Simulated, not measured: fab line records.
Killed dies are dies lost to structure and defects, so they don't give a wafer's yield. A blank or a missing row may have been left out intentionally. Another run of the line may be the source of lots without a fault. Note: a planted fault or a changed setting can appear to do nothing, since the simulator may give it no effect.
fab line records -- flow n5Finfet
record lots=7, wafers=21
route steps=1938 shown BEOL_M4@1050 BEOL_M5@1132 BEOL_M6@1197 BEOL_M7@1273
startH: hours from the record's first day to the start of the lot's first wafer shown -- waitH: hours since the lot's step before -- " unchanged from the row above -- L1.1+2: a row that stands for several wafers -- - no value present, or no start provided -- * or withheld: withheld -- < > ~ a bound
route shown NAME@n: a module of which the file shows steps, and the number in the route of the first -- usual: the fault-free wafers' mean and standard deviation -- same: alike in all rows -- chamber/n: place in a boat -- sites: per-site readings -- _std_site: how widely they spread, as a standard deviation -- _edge_site: outer sites' mean less inner sites' -- radiusMm: how far each site lies from the wafer's centre -- mask NAME#n: copy n -- behind: the tool/chamber that last shaped the wafer -- hold: what put the lot on hold/how long, in hours/how the hold closed -- device: transistor that didn't switch, given as n, p or np -- end of line: tests of these same wafers at the route's end -- step lacking rows: just its recipe -- killed: dies that structure and defects cost at the first sort, which is not the same as the wafer's yield -- map: a wafer's dies, marking killed ones x, the rest . and places with no die _
set.NAME: the setting that was run; set.NAME@STEP: the one run at that earlier step -- model.NAME: the simulator's own value behind a step, which no gauge read
lots run with intentionally changed settings; tables by step, rows by wafer
## steps
# step N5_BEOL_M4_COAT_22
# recipe resist=CAR-EUV, spinRpm=1500, resistThkNm=30
lot.wafer,tool,chamber,startH,waitH,set.spinRpm,model.CAR-EUV_of_BEOL_M4_COAT_22.thkNm
L074.1+3,lithoTrack-05,0,-,-,1500,30
L074.5,lithoTrack-05,0,-,-,1500,30.2
L077.3,lithoTrack-05,0,-,-,1500,30.2
L077.4,lithoTrack-05,0,-,-,1545,29.8
L077.5,lithoTrack-05,0,-,-,1500,30
L081.3,lithoTrack-05,0,-,-,1626,29
L081.5+6,lithoTrack-05,0,-,-,1500,30
L085.3+4+5,lithoTrack-02,0,-,-,1500,30
L089.1+5,lithoTrack-03,0,-,-,1399,31.2
L089.3,lithoTrack-03,0,-,-,1500,30.2
L093.2+6,lithoTrack-05,0,-,-,1500,30
L093.5,lithoTrack-05,0,-,-,1345,31.6
L096.1+2+5,lithoTrack-03,0,-,-,1500,30
# step N5_BEOL_M4_EBR_24
# recipe solvent=PGMEA, ebrWidthMm=1.5
# step N5_BEOL_M4_SOFTBAKE_23
# recipe tempC=110, timeS=60, resist=CAR-EUV
# step N5_BEOL_M4_EXPOSE_25
# recipe maskId=V3, na=0.33, sourceShape=quasar, sigmaInner=0.2, sigmaOuter=0.8, polarization=unpolarized, defocusNm=5, doseMj=63
# step N5_BEOL_M4_PEB_26
# recipe pebTempC=100, pebTimeS=60, resist=CAR-EUV
# step N5_BEOL_M4_DEVELOP_27
# recipe developTimeS=30, developer=TMAH, resist=CAR-EUV, rinseLiquid=surfactantRinse, dry=airSpin, devTempC=23
lot.wafer,tool,chamber,startH,waitH,set.spinRpm@BEOL_M4_COAT_22,model.CAR-EUV_of_BEOL_M4_COAT_22.thkNm
L074.1+3+5,lithoTrack-05,0,-,-,1500,29.6
L077.3+5,lithoTrack-05,0,-,-,1500,29.6
L077.4,lithoTrack-05,0,-,-,1545,29.2
L081.3,lithoTrack-05,0,-,-,1626,28.4
L081.5+6,lithoTrack-05,0,-,-,1500,29.6
L085.3+4,lithoTrack-02,0,-,-,1500,29.6
L085.5,lithoTrack-02,0,-,-,1500,29.4
L089.1,lithoTrack-03,0,-,-,1399,30.6
L089.3,lithoTrack-03,0,-,-,1500,29.8
L089.5,lithoTrack-03,0,-,-,1399,30.8
L093.2+6,lithoTrack-03,0,-,-,1500,29.6
L093.5,lithoTrack-03,0,-,-,1345,31.2
L096.1,lithoTrack-02,0,-,-,1500,29.4
L096.2+5,lithoTrack-02,0,-,-,1500,29.6
# step N5_BEOL_M4_ALD_98
# recipe material=SiO2, targetThkA=25, tempC=100, aldPrecursorFamily=BDEAS, aldCoReactant=O2-plasma, pulseTimeS=1, coReactantPulseTimeS=1, purgeTimeS=2, coReactantPurgeTimeS=2, aldCycles=17, pressureTorr=2
# step N5_BEOL_M4_ETCHBACK_99
# recipe chemistry=CHF3, target=SiO2, targetDepthA=50, timeS=10.4, sourceW=215, biasW=47, Ar_flow_sccm=200, CHF3_flow_sccm=12, ionEnergyEv=100, pressureMtorr=30
# step N5_BEOL_M4_ETCH_70
# recipe chemistry=N2/H2, target=SOC, targetDepthA=800, overetchA=240, maskMaterial=SiARC, tempC=40, timeS=130, ionEnergyEv=200, pressureMtorr=30, sourceW=840, biasW=150, n2FlowSccm=200, h2FlowSccm=200
lot.wafer,tool,chamber,startH,waitH,set.spinRpm@BEOL_M4_COAT_67,model.etch.depthNm
L074.1,rieDiel-02,1,159.04,0.0,1500,60.05
L074.3,rieDiel-02,0,159.04,0.0,1379,62.5
L074.5,rieDiel-02,2,159.04,0.0,1500,59.83
L077.3,rieDiel-04,0,184.84,0.0,1500,59.86
L077.4,rieDiel-04,2,184.84,0.0,1337,63.27
L077.5,rieDiel-04,2,184.84,0.0,1337,63.59
L081.3,rieDiel-06,0,194.40,0.0,1500,60.13
L081.5,rieDiel-06,0,194.40,0.0,1355,63.1
L081.6,rieDiel-06,3,194.40,0.0,1500,59.98
L085.3,rieDiel-06,2,231.73,0.0,1500,59.84
L085.4,rieDiel-06,3,231.73,0.0,1500,59.71
L085.5,rieDiel-06,1,231.73,0.0,1500,59.91
L089.1,rieDiel-06,3,257.30,0.0,1359,63.1
L089.3+5,rieDiel-06,"2,1",257.30,0.0,1500,60.05
L093.2,rieDiel-02,1,269.63,0.0,1411,61.82
L093.5,rieDiel-02,1,269.63,0.0,1500,60.06
L093.6,rieDiel-02,3,269.63,0.0,1500,60.01
L096.1,rieDiel-02,1,294.94,0.0,1433,61.49
L096.2,rieDiel-02,2,294.94,0.0,1433,61.37
L096.5,rieDiel-02,0,294.94,0.0,1500,60.06
# step N5_BEOL_M4_TRENCH_ETCH_37
# recipe chemistry=C4F6/O2, targetDepthA=555.55, target=SiOC, timeS=29.2, ionEnergyEv=250, pressureMtorr=30, sourceW=355, biasW=185, Ar_flow_sccm=300, C4F6_flow_sccm=10, O2_flow_sccm=10
lot.wafer,tool,chamber,startH,waitH,set.sourceW
L074.1+3,rieDiel-02,"1,0",-,-,355
L074.5,rieDiel-02,2,-,-,327.9
L077.3+4,rieDiel-04,"0,2",-,-,291.2
L077.5,rieDiel-04,2,-,-,355
L081.3+5,rieDiel-06,0,-,-,355
L081.6,rieDiel-06,3,-,-,316.7
L085.3+4+5,rieDiel-06,"2,3,1",-,-,355
L089.1+3+5,rieDiel-06,"3,2,1",-,-,355
L093.2+5,rieDiel-02,1,-,-,307.7
L093.6,rieDiel-02,3,-,-,355
L096.1+2,rieDiel-02,"1,2",-,-,376.4
L096.5,rieDiel-02,0,-,-,355
# step N5_BEOL_M4_ETCH_41
# recipe chemistry=CH3F/O2, target=SiCN, targetDepthA=299, taperDeg=2, timeS=52.5, ionEnergyEv=120, maskMaterial=TiN, pressureMtorr=30, sourceW=395, biasW=75, Ar_flow_sccm=150, CH3F_flow_sccm=30, O2_flow_sccm=20
# step N5_BEOL_M4_STRIP_97
# recipe chemistry=N2/H2, timeS=10, powerW=450, tempC=40, pressureMtorr=20, rfFrequencyHz=6e+07, biasPowerW=7, n2FlowSccm=200, h2FlowSccm=200
# step N5_BEOL_M4_OCD_MEAS_38
# usual trenchDepthNm=55.3/1.3
lot.wafer,tool,chamber,startH,waitH,set.sourceW@BEOL_M4_TRENCH_ETCH_37,trenchDepthNm
L074.1,ocd-02,-,159.39,-,355,55.8
L074.3,ocd-02,-,159.39,-,355,55.2
L074.5,ocd-02,-,159.39,-,327.9,53.4
L077.3,ocd-01,-,185.20,-,291.2,50.8
L077.4,ocd-01,-,185.20,-,291.2,50.5
L077.5,ocd-01,-,185.20,-,355,54.4
L081.3,ocd-02,-,194.77,-,355,57.1
L081.5,ocd-02,-,194.77,-,355,56.5
L081.6,ocd-02,-,194.77,-,316.7,53.5
L085.3,ocd-02,-,232.10,-,355,53.1
L085.4,ocd-02,-,232.10,-,355,54.6
L085.5,ocd-02,-,232.10,-,355,55.0
L089.1,ocd-01,-,257.66,-,355,55.1
L089.3,ocd-01,-,257.66,-,355,54.1
L089.5,ocd-01,-,257.66,-,355,56.0
L093.2,ocd-01,-,269.99,-,307.7,52.2
L093.5,ocd-01,-,269.99,-,307.7,51.6
L093.6,ocd-01,-,269.99,-,355,57.0
L096.1,ocd-01,-,295.30,-,376.4,55.5
L096.2,ocd-01,-,295.30,-,376.4,56.3
L096.5,ocd-01,-,295.30,-,355,56.7
# step N5_BEOL_M5_ETCH_62
# recipe chemistry=N2/H2, target=SOC, targetDepthA=750, overetchA=150, maskMaterial=SiARC, tempC=40, timeS=112.5, ionEnergyEv=200, pressureMtorr=30, sourceW=840, biasW=150, n2FlowSccm=200, h2FlowSccm=200
# usual rfVppV=523.1/2.1
lot.wafer,tool,chamber,startH,waitH,set.sourceW,rfVppV
L074.1,rieDiel-03,1,166.52,0.0,840,520.9
L074.3,rieDiel-03,3,166.52,0.0,840,522.8
L074.5,rieDiel-03,2,166.52,0.0,774.8,536.5
L077.3,rieDiel-05,2,192.40,0.0,946.6,504.6
L077.4,rieDiel-05,1,192.40,0.0,840,523.9
L077.5,rieDiel-05,0,192.40,0.0,840,522.4
L081.3,rieDiel-05,3,202.30,0.0,772.2,541.2
L081.5,rieDiel-05,0,202.30,0.0,840,522.3
L081.6,rieDiel-05,1,202.30,0.0,772.2,540.1
L085.3,rieDiel-03,1,239.18,0.0,840,523.5
L085.4,rieDiel-03,0,239.18,0.0,840,523.0
L085.5,rieDiel-03,3,239.18,0.0,840,523.1
L089.1,rieDiel-05,1,266.67,0.0,840,524.2
L089.3,rieDiel-05,0,266.67,0.0,840,519.4
L089.5,rieDiel-05,2,266.67,0.0,840,523.7
L093.2,rieDiel-03,1,277.25,0.0,840,522.7
L093.5,rieDiel-03,0,277.25,0.0,840,522.3
L093.6,rieDiel-03,1,277.25,0.0,840,522.9
L096.1,rieDiel-01,0,304.64,0.0,840,523.2
L096.2,rieDiel-01,1,304.64,0.0,762.4,545.1
L096.5,rieDiel-01,1,304.64,0.0,762.4,546.2
# step N5_BEOL_M5_COAT_74
# recipe resist=underlayer, tempC=205, timeS=60, spinRpm=1500, resistThkNm=5
lot.wafer,tool,chamber,startH,waitH,set.spinRpm
L074.1+5,lithoTrack-04,0,-,-,1500
L074.3,lithoTrack-04,0,-,-,1653
L077.3+4+5,lithoTrack-01,0,-,-,1500
L081.3+5+6,lithoTrack-01,0,-,-,1500
L085.3+4+5,lithoTrack-01,0,-,-,1500
L089.1+3+5,lithoTrack-01,0,-,-,1500
L093.2+5,lithoTrack-03,0,-,-,1500
L093.6,lithoTrack-03,0,-,-,1659
L096.1+2,lithoTrack-04,0,-,-,1500
L096.5,lithoTrack-04,0,-,-,1387
# step N5_BEOL_M5_COAT_22
# recipe resist=CAR-EUV, spinRpm=1500, resistThkNm=30
# step N5_BEOL_M5_EBR_24
# recipe solvent=PGMEA, ebrWidthMm=1.5
# step N5_BEOL_M5_DESCUM_33
# recipe chemistry=O2, timeS=7, sourcePowerW=50, biasPowerW=20, pressureMtorr=20, rfFrequencyHz=2.712e+07, tempC=40, resist=CAR-EUV, o2FlowSccm=225
# step N5_BEOL_M5_ETCH_75
# recipe chemistry=N2/H2, target=underlayer, targetDepthA=65, maskMaterial=CAR-EUV, timeS=5.2, ionEnergyEv=200, pressureMtorr=30, sourceW=840, biasW=150, n2FlowSccm=200, h2FlowSccm=200, ends=cleared
lot.wafer,tool,chamber,startH,waitH,set.spinRpm@BEOL_M5_COAT_74,model.etch.depthNm
L074.1,rieDiel-03,3,169.11,0.0,1500,5.035
L074.3,rieDiel-03,1,169.11,0.0,1653,4.779
L074.5,rieDiel-03,2,169.11,0.0,1500,5.008
L077.3,rieDiel-05,2,194.19,0.0,1500,5.016
L077.4,rieDiel-05,3,194.19,0.0,1500,5.027
L077.5,rieDiel-05,3,194.19,0.0,1500,5.015
L081.3,rieDiel-01,1,205.27,0.0,1500,4.994
L081.5,rieDiel-01,2,205.27,0.0,1500,5
L081.6,rieDiel-01,1,205.27,0.0,1500,4.984
L085.3,rieDiel-05,3,241.42,0.0,1500,5.018
L085.4,rieDiel-05,0,241.42,0.0,1500,5.016
L085.5,rieDiel-05,0,241.42,0.0,1500,5.006
L089.1+5,rieDiel-05,3,269.20,0.0,1500,4.968
L089.3,rieDiel-05,1,269.20,0.0,1500,4.976
L093.2,rieDiel-03,0,280.75,0.0,1500,4.991
L093.5,rieDiel-03,1,280.75,0.0,1500,4.995
L093.6,rieDiel-03,2,280.75,0.0,1659,4.747
L096.1,rieDiel-05,0,307.18,0.0,1500,4.987
L096.2,rieDiel-05,3,307.18,0.0,1500,4.986
L096.5,rieDiel-05,2,307.18,0.0,1387,5.195
# step N5_BEOL_M6_PECVD_70
# recipe material=SiO2, targetThkA=200, tempC=400, precursor=TEOS/O2, pressureTorr=5.5, rfW=450, teosFlowSccm=53.8, gas=O2, flowSccm=3000, timeS=22.7
lot.wafer,tool,chamber,startH,waitH,set.tempC,model.SiO2_of_BEOL_M6_PECVD_70.thkNm
L074.1,pecvd-01,1,177.57,0.0,400,20.2
L074.3,pecvd-01,0,177.57,0.0,400,20
L074.5,pecvd-01,1,177.57,0.0,400,20.6
L077.3,pecvd-01,0,202.29,0.0,388.4,21.2
L077.4,pecvd-01,1,202.29,0.0,400,20.2
L077.5,pecvd-01,2,202.29,0.0,400,19.8
L081.3,pecvd-01,0,213.50,0.1,393.4,21
L081.5+6,pecvd-01,"0,1",213.50,0.1,400,20.2
L085.3,pecvd-01,1,249.82,0.0,400,19.6
L085.4,pecvd-01,2,249.82,0.0,400,19.8
L085.5,pecvd-01,1,249.82,0.0,400,20
L089.1,pecvd-01,2,277.55,0.0,400,19.4
L089.3+5,pecvd-01,0,277.55,0.0,400,20
L093.2,pecvd-03,2,290.40,0.0,400,20
L093.5+6,pecvd-03,"1,2",290.40,0.0,415.9,18.2
L096.1+5,pecvd-01,"0,2",316.42,0.0,400,19.2
L096.2,pecvd-01,2,316.42,0.0,389.5,20.2
# step N5_BEOL_M6_HM_DEP_02
# recipe material=TiN, targetThkA=200, tempC=25, chamberPressurePa=0.49996
# step N5_BEOL_M6_COAT_59
# recipe resist=SOC, tempC=250, timeS=60, spinRpm=1500, resistThkNm=100
# step N5_BEOL_M6_STRIP_80
# recipe chemistry=N2/H2, timeS=10, powerW=450, tempC=40, pressureMtorr=20, rfFrequencyHz=6e+07, biasPowerW=7, n2FlowSccm=200, h2FlowSccm=200
# step N5_BEOL_M6_HM_STRIP_39
# recipe chemistry=peroxideTinStrip, material=TiN, targetDepthA=250, tempC=50, timeS=158
lot.wafer,tool,chamber,startH,waitH,set.tempC@BEOL_M6_PECVD_70,model.SiO2_of_BEOL_M6_PECVD_70.thkNm
L074.1,wetBench-04,0,182.25,0.0,400,20
L074.3,wetBench-04,1,182.25,0.0,400,19.8
L074.5,wetBench-04,5,182.25,0.0,400,20.4
L077.3,wetBench-06,0,205.73,0.0,388.4,21
L077.4,wetBench-06,7,205.73,0.0,400,20
L077.5,wetBench-06,5,205.73,0.0,400,19.6
L081.3,wetBench-04,2,216.38,0.0,393.4,21
L081.5,wetBench-04,3,216.38,0.0,400,20.2
L081.6,wetBench-04,4,216.38,0.0,400,20
L085.3+4,wetBench-02,"1,0",256.72,0.0,400,19.6
L085.5,wetBench-02,2,256.72,0.0,400,20
L089.1,wetBench-04,4,286.25,0.0,400,19.2
L089.3+5,wetBench-04,"0,5",286.25,0.0,400,19.8
L093.2,wetBench-02,0,293.97,0.0,400,19.8
L093.5,wetBench-02,6,293.97,0.0,415.9,18.2
L093.6,wetBench-02,5,293.97,0.0,415.9,18
L096.1,wetBench-04,4,318.94,0.0,400,19
L096.2,wetBench-04,6,318.94,0.0,389.5,20
L096.5,wetBench-04,7,318.94,0.0,400,19.2
# step N5_BEOL_M7_EXPOSE_08
# recipe maskId=M7, na=1.35, sourceShape=dipole, sigmaInner=0.817, sigmaOuter=0.97, polarization=te, doseMj=68.25
lot.wafer,tool,chamber,startH,waitH,mask,set.doseMj
L074.1+3,arfiScanner-02,0,188.51,-,M7#0,68.25
L074.5,arfiScanner-02,0,188.51,-,M7#0,66.68
L077.3+4+5,arfiScanner-01,0,210.37,-,M7#0,68.25
L081.3+5+6,arfiScanner-03,0,220.42,-,M7#0,68.25
L085.3+4+5,arfiScanner-01,0,264.10,-,M7#0,68.25
L089.1+3+5,arfiScanner-01,0,291.82,-,M7#0,68.25
L093.2,arfiScanner-02,0,297.90,-,M7#0,68.25
L093.5+6,arfiScanner-02,0,297.90,-,M7#0,63.76
L096.1+5,arfiScanner-03,0,324.28,-,M7#0,68.25
L096.2,arfiScanner-03,0,324.28,-,M7#0,65.4
# step N5_BEOL_M7_PEB_09
# recipe pebTempC=withheld, pebTimeS=60, resist=CAR-ArF
# step N5_BEOL_M7_DEVELOP_10
# recipe developTimeS=30, developer=TMAH, resist=CAR-ArF, rinseLiquid=diw, dry=airSpin, devTempC=23
# step N5_BEOL_M7_CD_MEAS_11
# recipe targetCdNm=38.5, landingEnergyEv=500, detector=seInlens, polarity=opening
# usual cdNm=38.1/0.6
lot.wafer,tool,chamber,startH,waitH,set.doseMj@BEOL_M7_EXPOSE_08,cdNm
L074.1,cdSem-01,0,188.64,-,68.25,38.4
L074.3,cdSem-01,0,188.64,-,68.25,37.5
L074.5,cdSem-01,0,188.64,-,66.68,36.5
L077.3,cdSem-03,0,210.49,-,68.25,38.3
L077.4,cdSem-03,0,210.49,-,68.25,38.4
L077.5,cdSem-03,0,210.49,-,68.25,37.6
L081.3,cdSem-03,0,220.54,-,68.25,37.9
L081.5,cdSem-03,0,220.54,-,68.25,37.4
L081.6,cdSem-03,0,220.54,-,68.25,37.7
L085.3,cdSem-01,0,264.23,-,68.25,38.8
L085.4,cdSem-01,0,264.23,-,68.25,38.2
L085.5,cdSem-01,0,264.23,-,68.25,38.6
L089.1,cdSem-02,0,291.95,-,68.25,38.2
L089.3,cdSem-02,0,291.95,-,68.25,37.9
L089.5,cdSem-02,0,291.95,-,68.25,37.3
L093.2,cdSem-03,0,298.02,-,68.25,38.1
L093.5,cdSem-03,0,298.02,-,63.76,35.1
L093.6,cdSem-03,0,298.02,-,63.76,35.8
L096.1,cdSem-03,0,324.41,-,68.25,37.5
L096.2,cdSem-03,0,324.41,-,65.4,35.7
L096.5,cdSem-03,0,324.41,-,68.25,38.2
# step N5_BEOL_M7_ETCH_61
# recipe chemistry=CF4, target=SiARC, targetDepthA=455, maskMaterial=CAR-ArF, timeS=75.8, ionEnergyEv=80, pressureMtorr=40, sourceW=545, biasW=36, Ar_flow_sccm=100, cf4FlowSccm=100, ends=cleared
# usual etchRfOnTimeS=74.7/2.9, rfVppV=183.8/1.1
lot.wafer,tool,chamber,startH,waitH,set.sourceW,etchRfOnTimeS,rfVppV
L074.1,rieDiel-03,1,188.77,0.0,545,72.9,183.1
L074.3,rieDiel-03,0,188.77,0.0,545,73.9,184.2
L074.5,rieDiel-03,2,188.77,0.0,545,73.4,185.5
L077.3,rieDiel-01,1,210.61,0.0,486.8,84.9,188.9
L077.4,rieDiel-01,0,210.61,0.0,486.8,86.4,189.6
L077.5,rieDiel-01,0,210.61,0.0,545,78.4,184.5
L081.3,rieDiel-03,2,220.73,0.0,545,74.4,184.2
L081.5,rieDiel-03,3,220.73,0.0,545,70.3,184.4
L081.6,rieDiel-03,2,220.73,0.0,545,74.0,185.1
L085.3,rieDiel-03,0,264.63,0.0,545,75.3,184.6
L085.4,rieDiel-03,1,264.63,0.0,545,75.1,184.0
L085.5,rieDiel-03,1,264.63,0.0,545,75.0,183.4
L089.1,rieDiel-03,1,292.07,0.0,545,73.5,182.5
L089.3,rieDiel-03,3,292.07,0.0,623.7,61.8,174.5
L089.5,rieDiel-03,1,292.07,0.0,623.7,65.3,175.4
L093.2,rieDiel-01,2,298.17,0.0,545,76.5,183.6
L093.5,rieDiel-01,2,298.17,0.0,545,76.5,184.8
L093.6,rieDiel-01,1,298.17,0.0,545,73.8,184.2
L096.1,rieDiel-01,1,324.53,0.0,614.3,65.5,178.6
L096.2,rieDiel-01,0,324.53,0.0,614.3,69.6,176.5
L096.5,rieDiel-01,3,324.53,0.0,614.3,69.7,174.8
# step N5_BEOL_M7_ETCH_62
# recipe chemistry=N2/H2, target=SOC, targetDepthA=1100, overetchA=220, maskMaterial=SiARC, tempC=40, timeS=165, ionEnergyEv=200, pressureMtorr=30, sourceW=840, biasW=150, n2FlowSccm=200, h2FlowSccm=200
lot.wafer,tool,chamber,startH,waitH,set.doseMj@BEOL_M7_EXPOSE_08,model.BEOL_M7.cdOffsetNm
L074.1,rieDiel-03,1,188.82,0.0,68.25,-0.6
L074.3,rieDiel-03,0,188.82,0.0,68.25,-1
L074.5,rieDiel-03,2,188.82,0.0,66.68,-1.4
L077.3,rieDiel-01,1,210.67,0.0,68.25,-0.8
L077.4,rieDiel-01,0,210.67,0.0,68.25,-0.2
L077.5,rieDiel-01,0,210.67,0.0,68.25,-0.4
L081.3,rieDiel-03,2,220.79,0.0,68.25,-0.2
L081.5,rieDiel-03,3,220.79,0.0,68.25,-1
L081.6,rieDiel-03,2,220.79,0.0,68.25,-0.4
L085.3,rieDiel-03,0,264.68,0.0,68.25,0.8
L085.4,rieDiel-03,1,264.68,0.0,68.25,-0.6
L085.5,rieDiel-03,1,264.68,0.0,68.25,-0.2
L089.1,rieDiel-03,1,292.13,0.0,68.25,-0.8
L089.3,rieDiel-03,3,292.13,0.0,68.25,-1
L089.5,rieDiel-03,1,292.13,0.0,68.25,-1.6
L093.2,rieDiel-01,2,298.23,0.0,68.25,0
L093.5,rieDiel-01,2,298.23,0.0,63.76,-3.2
L093.6,rieDiel-01,1,298.23,0.0,63.76,-2.2
L096.1,rieDiel-01,1,324.59,0.0,68.25,-0.6
L096.2,rieDiel-01,0,324.59,0.0,65.4,-2.6
L096.5,rieDiel-01,3,324.59,0.0,68.25,-0.2
# step N5_BEOL_M7_STRIP_68
# recipe chemistry=N2/H2, tempC=40, n2FlowSccm=200, h2FlowSccm=200, rfFrequencyHz=6e+07
# step N5_BEOL_M7_STRIP_67
# recipe chemistry=CF4, resist=SiARC, powerW=300, biasPowerW=75, pressureMtorr=50, cf4FlowSccm=150, rfFrequencyHz=6e+07
# step N5_BEOL_M7_HM_OPEN_17
# recipe chemistry=Cl2/BCl3, targetDepthA=200, overetchA=60, target=TiN, maskMaterial=SOC, ionEnergyEv=150, pressureMtorr=10, icpW=1000, biasW=126, Cl2_flow_sccm=53.25, bcl3FlowSccm=21.75, Ar_flow_sccm=25
lot.wafer,tool,chamber,startH,waitH,set.doseMj@BEOL_M7_EXPOSE_08,model.BEOL_M7.cdOffsetNm
L074.1,rieMetal-02,1,189.01,0.0,68.25,-0.2
L074.3,rieMetal-02,0,189.01,0.0,68.25,-0.6
L074.5,rieMetal-02,0,189.01,0.0,66.68,-1.2
L077.3,rieMetal-03,1,210.89,0.1,68.25,-0.6
L077.4,rieMetal-03,0,210.89,0.1,68.25,-0.2
L077.5,rieMetal-03,0,210.89,0.1,68.25,-0.4
L081.3,rieMetal-02,1,221.00,0.1,68.25,0.2
L081.5,rieMetal-02,1,221.00,0.1,68.25,-0.8
L081.6,rieMetal-02,0,221.00,0.1,68.25,-0.2
L085.3,rieMetal-03,1,264.90,0.1,68.25,0.6
L085.4,rieMetal-03,0,264.90,0.1,68.25,-0.8
L085.5,rieMetal-03,0,264.90,0.1,68.25,-0.2
L089.1,rieMetal-02,0,292.31,0.0,68.25,-0.6
L089.3,rieMetal-02,0,292.31,0.0,68.25,-1
L089.5,rieMetal-02,1,292.31,0.0,68.25,-1.4
L093.2,rieMetal-02,1,298.43,0.0,68.25,0
L093.5,rieMetal-02,0,298.43,0.0,63.76,-3
L093.6,rieMetal-02,1,298.43,0.0,63.76,-2
L096.1,rieMetal-01,1,324.77,0.0,68.25,-0.6
L096.2,rieMetal-01,0,324.77,0.0,65.4,-2.6
L096.5,rieMetal-01,0,324.77,0.0,68.25,-0.4
# step N5_BEOL_M7_TRENCH_ETCH_37
# recipe chemistry=C4F6/O2, targetDepthA=934.78, target=SiCOH_lowk, timeS=31.2, ionEnergyEv=250, pressureMtorr=30, sourceW=345, biasW=185, Ar_flow_sccm=300, C4F6_flow_sccm=10, O2_flow_sccm=10
# usual rfVppV=660/19
lot.wafer,tool,chamber,startH,waitH,set.biasW,rfVppV
L074.1,rieDiel-05,0,-,-,167.3,581
L074.3,rieDiel-05,2,-,-,167.3,624
L074.5,rieDiel-05,1,-,-,185,662
L077.3,rieDiel-05,1,-,-,156.3,579
L077.4,rieDiel-05,3,-,-,185,666
L077.5,rieDiel-05,2,-,-,156.3,590
L081.3,rieDiel-03,3,-,-,185,659
L081.5,rieDiel-03,3,-,-,158.2,582
L081.6,rieDiel-03,1,-,-,185,657
L085.3,rieDiel-05,1,-,-,185,662
L085.4,rieDiel-05,3,-,-,185,666
L085.5,rieDiel-05,2,-,-,185,676
L089.1,rieDiel-01,0,-,-,158.6,606
L089.3,rieDiel-01,1,-,-,158.6,588
L089.5,rieDiel-01,0,-,-,185,687
L093.2,rieDiel-01,0,-,-,185,686
L093.5,rieDiel-01,2,-,-,185,659
L093.6,rieDiel-01,3,-,-,185,620
L096.1,rieDiel-05,1,-,-,185,662
L096.2,rieDiel-05,2,-,-,185,673
L096.5,rieDiel-05,1,-,-,185,660
## key
split step=N5_BEOL_M4_COAT_22, setting=spinRpm, stated=1500, by=wafer
response step=N5_BEOL_M4_COAT_22, reading=model.CAR-EUV_of_BEOL_M4_COAT_22.thkNm, change=-0.141, per=1%, r=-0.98
response step=N5_BEOL_M4_DEVELOP_27, reading=model.CAR-EUV_of_BEOL_M4_COAT_22.thkNm, change=-0.146, per=1%, r=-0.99
split step=N5_BEOL_M4_TRENCH_ETCH_37, setting=sourceW, stated=355, by=wafer
response step=N5_BEOL_M4_OCD_MEAS_38, reading=trenchDepthNm, change=+0.257, per=1%, r=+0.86
split step=N5_BEOL_M5_ETCH_62, setting=sourceW, stated=840, by=wafer
response step=N5_BEOL_M5_ETCH_62, reading=rfVppV, change=-1.9, per=1%, r=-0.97
split step=N5_BEOL_M5_COAT_74, setting=spinRpm, stated=1500, by=wafer
response step=N5_BEOL_M5_ETCH_75, reading=model.etch.depthNm, change=-0.0244, per=1%, r=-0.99
split step=N5_BEOL_M6_PECVD_70, setting=tempC, stated=400, by=wafer
response step=N5_BEOL_M6_PECVD_70, reading=model.SiO2_of_BEOL_M6_PECVD_70.thkNm, change=-0.431, per=1%, r=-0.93
response step=N5_BEOL_M6_HM_STRIP_39, reading=model.SiO2_of_BEOL_M6_PECVD_70.thkNm, change=-0.416, per=1%, r=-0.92
split step=N5_BEOL_M7_EXPOSE_08, setting=doseMj, stated=68.25, by=wafer
response step=N5_BEOL_M7_CD_MEAS_11, reading=cdNm, change=+0.446, per=1%, r=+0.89
response step=N5_BEOL_M7_ETCH_62, reading=model.BEOL_M7.cdOffsetNm, change=+0.429, per=1%, r=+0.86
response step=N5_BEOL_M7_HM_OPEN_17, reading=model.BEOL_M7.cdOffsetNm, change=+0.41, per=1%, r=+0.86
split step=N5_BEOL_M7_ETCH_61, setting=sourceW, stated=545, by=wafer
response step=N5_BEOL_M7_ETCH_61, reading=etchRfOnTimeS, change=*, per=1%, r=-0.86
response step=N5_BEOL_M7_ETCH_61, reading=rfVppV, change=-0.499, per=1%, r=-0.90
split step=N5_BEOL_M7_TRENCH_ETCH_37, setting=biasW, stated=185, by=wafer
response step=N5_BEOL_M7_TRENCH_ETCH_37, reading=rfVppV, change=+5.64, per=1%, r=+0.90
split outsideThisFile step=N5_BEOL_M4_COAT_67 setting=spinRpm
# split outsideThisFile: this setting was split too, and the file shows its column; the key of that split is in another file
